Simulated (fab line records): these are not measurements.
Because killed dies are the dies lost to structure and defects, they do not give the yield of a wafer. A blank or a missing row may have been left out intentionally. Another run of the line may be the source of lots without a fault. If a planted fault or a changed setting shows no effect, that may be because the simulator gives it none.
What tool caused it?	flow n5_finfet	Sampling: 24 lots, 72 wafers, 5 of 1938 route steps

== WHAT THE GAUGES SHOWED, per wafer ==
N5_BEOL_M9_RS_MEAS_57: the measuring method here is four-point-probe. Usual: M9_RS typically reads 0.154 ohm/sq, with standard deviation 0.0039.
lot	measured	on	M9_RS (ohm/sq)	flag
L074	day 10 03:53	film_metro-02	0.151 0.148 0.148	
L075	day 10 09:53	film_metro-02	0.157 0.154 0.152	
L076	day 10 10:59	film_metro-01	0.150 0.147 0.151	
L077	day 10 18:31	film_metro-02	0.153 0.155 0.152	
L078	day 11 04:43	film_metro-02	0.154 0.152 0.154	
L079	day 11 13:53	film_metro-01	0.157 0.155 0.154	
L081	day 11 22:13	film_metro-01	0.148 0.153 0.150	
L080	day 12 21:22	film_metro-02	0.161 0.150 0.159	
L083	day 13 00:08	film_metro-01	0.157 0.156 0.162	
L082	day 13 09:01	film_metro-01	0.150 0.152 0.151	
L085	day 13 12:33	film_metro-02	0.150 0.159 0.157	
L086	day 13 21:38	film_metro-01	0.151 0.154 0.154	
L087	day 13 21:55	film_metro-02	0.160 0.154 0.150	
L084	day 14 02:55	film_metro-02	0.152 0.152 0.152	
L089	day 14 21:19	film_metro-02	0.152 0.156 0.151	
L088	day 15 00:17	film_metro-02	0.158 0.156 0.159	
L091	day 15 02:17	film_metro-02	0.156 0.150 0.155	
L094	day 15 06:39	film_metro-01	0.157 0.156 0.156	
L090	day 15 18:29	film_metro-02	0.163 0.150 0.149	
L096	day 16 00:57	film_metro-02	0.160 0.160 0.156	
L092	day 16 01:44	film_metro-02	0.154 0.149 0.155	
L093	day 16 03:41	film_metro-01	0.158 0.159 0.154	
L095	day 16 08:16	film_metro-02	0.157 0.152 0.155	
L097	day 16 15:20	film_metro-02	0.150 0.153 0.155	

N5_BEOL_M10_THK_MEAS_01. Usual: M10_ILD_THK typically reads 266 nm, with standard deviation 4.
lot	measured	on	M10_ILD_THK (nm)	flag
L074	day 10 04:32	film_metro-02	254 266 271	
L075	day 10 11:01	film_metro-02	268 261 271	
L076	day 10 12:07	film_metro-02	268 273 275	
L077	day 10 19:10	film_metro-02	261 272 266	
L078	day 11 05:22	film_metro-01	267 265 274	
L079	day 11 15:01	film_metro-02	266 264 271	
L081	day 11 23:13	film_metro-01	265 268 264	
L080	day 12 22:01	film_metro-01	265 269 273	
L083	day 13 01:16	film_metro-01	266 270 268	
L082	day 13 10:09	film_metro-01	261 264 267	
L085	day 13 13:14	film_metro-01	269 273 271	
L086	day 13 22:17	film_metro-01	260 258 266	
L087	day 13 22:34	film_metro-01	266 268 269	
L084	day 14 03:34	film_metro-01	263 269 269	
L089	day 14 21:58	film_metro-02	266 266 272	
L088	day 15 00:56	film_metro-01	264 265 269	
L091	day 15 02:56	film_metro-02	269 264 266	
L094	day 15 07:23	film_metro-01	257 264 263	
L090	day 15 19:37	film_metro-01	266 265 273	
L096	day 16 01:37	film_metro-01	263 268 269	
L092	day 16 02:53	film_metro-01	263 271 266	
L093	day 16 04:49	film_metro-02	273 271 276	
L095	day 16 08:55	film_metro-02	263 267 266	
L097	day 16 15:59	film_metro-02	264 267 265	

N5_BEOL_M10_INSPECT_30: inspects for defects (brightfield). Usual: raw_defect_count 401, standard deviation 94.
lot	measured	on	raw_defect_count	flag
L074	day 10 08:10	defect_inspect-01	328 453 386	
L075	day 10 15:44	defect_inspect-01	381 515 469	
L076	day 10 16:25	defect_inspect-01	603 433 640	
L077	day 10 22:39	defect_inspect-02	396 451 402	
L078	day 11 08:44	defect_inspect-01	497 418 594	
L079	day 11 16:57	defect_inspect-02	323 309 253	
L081	day 12 06:17	defect_inspect-02	408 307 373	
L080	day 13 02:01	defect_inspect-01	319 431 342	
L083	day 13 04:14	defect_inspect-01	454 368 427	
L082	day 13 13:49	defect_inspect-01	428 431 462	
L085	day 13 15:50	defect_inspect-01	417 538 538	
L086	day 14 03:48	defect_inspect-02	465 619 384	
L087	day 14 03:58	defect_inspect-02	306 352 376	
L084	day 14 06:45	defect_inspect-02	542 538 420	
L089	day 15 00:22	defect_inspect-01	621 469 401	
L088	day 15 03:17	defect_inspect-02	362 339 323	
L091	day 15 05:36	defect_inspect-01	383 475 443	
L094	day 15 14:47	defect_inspect-02	321 271 279	
L090	day 15 22:53	defect_inspect-01	392 336 551	
L096	day 16 06:13	defect_inspect-02	462 478 340	
L092	day 16 06:34	defect_inspect-02	262 198 302	
L093	day 16 07:31	defect_inspect-01	422 422 365	
L095	day 16 12:44	defect_inspect-01	334 352 341	
L097	day 16 18:29	defect_inspect-02	352 376 249	

== WHICH TOOL RAN EACH LOT (tool, then ch and the chambers of the sampled wafers, then the start) ==
lot	N5_BEOL_M10_ILD_DEP_00	N5_BEOL_M10_PECVD_70
L074	pecvd-02 ch 0,1,2, day 10 03:56	pecvd-03 ch 0,1,2, day 10 04:34
L075	pecvd-02 ch 1,2, day 10 09:56	pecvd-01 ch 0,1, day 10 11:04
L076	pecvd-03 ch 0,1,2, day 10 11:02	pecvd-03 ch 0,1,2, day 10 12:09
L077	pecvd-01 ch 0,1,2, day 10 18:35	pecvd-01 ch 1,2, day 10 19:13
L078	pecvd-02 ch 1,2, day 11 04:46	pecvd-01 ch 0,1,2, day 11 05:25
L079	pecvd-03 ch 1,2, day 11 13:57	pecvd-01 ch 0,1,2, day 11 15:03
L081	pecvd-02 ch 0,2, day 11 22:17	pecvd-02 ch 1,2, day 11 23:14
L080	pecvd-01 ch 0,1,2, day 12 21:25	pecvd-01 ch 0,1, day 12 22:03
L083	pecvd-01 ch 0,2, day 13 00:11	pecvd-01 ch 0,2, day 13 01:18
L082	pecvd-02 ch 0,1, day 13 09:05	pecvd-03 ch 0,2, day 13 10:11
L085	pecvd-02 ch 2, day 13 12:37	pecvd-02 ch 1,2, day 13 13:16
L086	pecvd-02 ch 0,1,2, day 13 21:42	pecvd-02 ch 0,1, day 13 22:19
L087	pecvd-03 ch 0,1, day 13 21:58	pecvd-02 ch 1,2, day 13 22:36
L084	pecvd-01 ch 0,1, day 14 02:59	pecvd-03 ch 1,2, day 14 03:37
L089	pecvd-02 ch 0,1,2, day 14 21:25	pecvd-01 ch 0,1,2, day 14 22:01
L088	pecvd-02 ch 0,1,2, day 15 00:21	pecvd-01 ch 1,2, day 15 00:59
L091	pecvd-03 ch 0,1,2, day 15 02:21	pecvd-01 ch 0,1,2, day 15 02:59
L094	pecvd-02 ch 0,1, day 15 06:43	pecvd-03 ch 0,1, day 15 07:26
L090	pecvd-01 ch 0,1, day 15 18:33	pecvd-01 ch 1,2, day 15 19:40
L096	pecvd-02 ch 0,1,2, day 16 01:01	pecvd-02 ch 0,1, day 16 01:38
L092	pecvd-02 ch 1,2, day 16 01:48	pecvd-02 ch 0,1,2, day 16 02:55
L093	pecvd-01 ch 0,1,2, day 16 03:45	pecvd-03 ch 0,1,2, day 16 04:52
L095	pecvd-02 ch 1,2, day 16 08:19	pecvd-01 ch 0,1,2, day 16 08:57
L097	pecvd-02 ch 0,1,2, day 16 15:23	pecvd-02 ch 0,1,2, day 16 16:01
- N5_BEOL_M10_ILD_DEP_00: deposits SiCOH lowk from DEMS/porogen, target thk 308.51 nm, time 58 s.
- N5_BEOL_M10_PECVD_70: deposits SiO2 from TEOS/O2, target thk 20 nm, time 22.7 s.

== AS READ BY THE TOOLS THEMSELVES (means over the sampled wafers that have a number; for cases with no such wafer, the mark the record gives instead) ==
N5_BEOL_M10_ILD_DEP_00. Usual: heater_power_w 327 W, standard deviation 64; showerhead_plenum_p_Torr 5.738 Torr, standard deviation 0.017; throttle_valve_pct 13.6 %, standard deviation 0.51.
lot	tool	heater_power_w (W)	showerhead_plenum_p_Torr (Torr)	throttle_valve_pct (%)	flag
L074	pecvd-02	335	5.737	13.7	
L075	pecvd-02	359	5.730	13.8	
L076	pecvd-03	327	5.747	14.0	
L077	pecvd-01	301	5.740	13.4	
L078	pecvd-02	363	5.735	13.7	
L079	pecvd-03	317	5.739	14.0	
L081	pecvd-02	290	5.726	13.4	
L080	pecvd-01	305	5.734	13.3	
L083	pecvd-01	345	5.756	13.0	
L082	pecvd-02	286	5.741	13.2	
L085	pecvd-02	348	5.727	13.9	
L086	pecvd-02	311	5.736	13.4	
L087	pecvd-03	385	5.761	14.1	
L084	pecvd-01	308	5.738	13.7	
L089	pecvd-02	321	5.735	13.7	
L088	pecvd-02	303	5.738	13.5	
L091	pecvd-03	320	5.744	14.1	
L094	pecvd-02	374	5.736	13.4	
L090	pecvd-01	297	5.750	13.8	
L096	pecvd-02	348	5.731	13.6	
L092	pecvd-02	405	5.730	14.0	
L093	pecvd-01	298	5.739	13.4	
L095	pecvd-02	350	5.734	13.8	
L097	pecvd-02	312	5.729	13.5	

N5_BEOL_M10_PECVD_70. Usual: heater_power_w 747 W, standard deviation 100; showerhead_plenum_p_Torr 8.79 Torr, standard deviation 0.071; throttle_valve_pct 22.0 %, standard deviation 0.87.
lot	tool	heater_power_w (W)	showerhead_plenum_p_Torr (Torr)	throttle_valve_pct (%)	flag
L074	pecvd-03	762	8.80	22.3	
L075	pecvd-01	713	8.82	22.2	
L076	pecvd-03	735	8.80	22.4	
L077	pecvd-01	710	8.80	20.9	
L078	pecvd-01	665	8.82	21.4	
L079	pecvd-01	727	8.81	21.4	
L081	pecvd-02	864	8.78	22.5	
L080	pecvd-01	679	8.77	22.0	
L083	pecvd-01	764	8.85	21.9	
L082	pecvd-03	800	8.84	22.1	
L085	pecvd-02	819	8.76	22.3	
L086	pecvd-02	744	8.80	22.2	
L087	pecvd-02	848	8.79	22.6	
L084	pecvd-03	692	8.71	22.4	
L089	pecvd-01	717	8.81	21.6	
L088	pecvd-01	756	8.80	20.9	
L091	pecvd-01	693	8.79	21.6	
L094	pecvd-03	827	8.87	22.9	
L090	pecvd-01	740	8.80	21.0	
L096	pecvd-02	706	8.78	21.5	
L092	pecvd-02	804	8.76	21.9	
L093	pecvd-03	820	8.79	22.6	
L095	pecvd-01	724	8.80	21.7	
L097	pecvd-02	766	8.78	21.9	

== THE ANSWER, worked out from the rows above alone ==
Rule: lot off if the mean of its wafers having a number is beyond 3 standard deviations from the usual mean. Also off: a lot with no number at a reading for which 4 or more lots have one. All remaining lots with rows at the step are treated as sound. First the gauges in route order, then the tools' own readings, where a lot's mean is used as printed above. At the first step where some lot is off, the reading lying furthest off is the one used; lots without a number count as furthest.
None of the lots is off at any reading shown; this tells nothing.

== WHAT THE SIMULATOR HAD PUT IN ==
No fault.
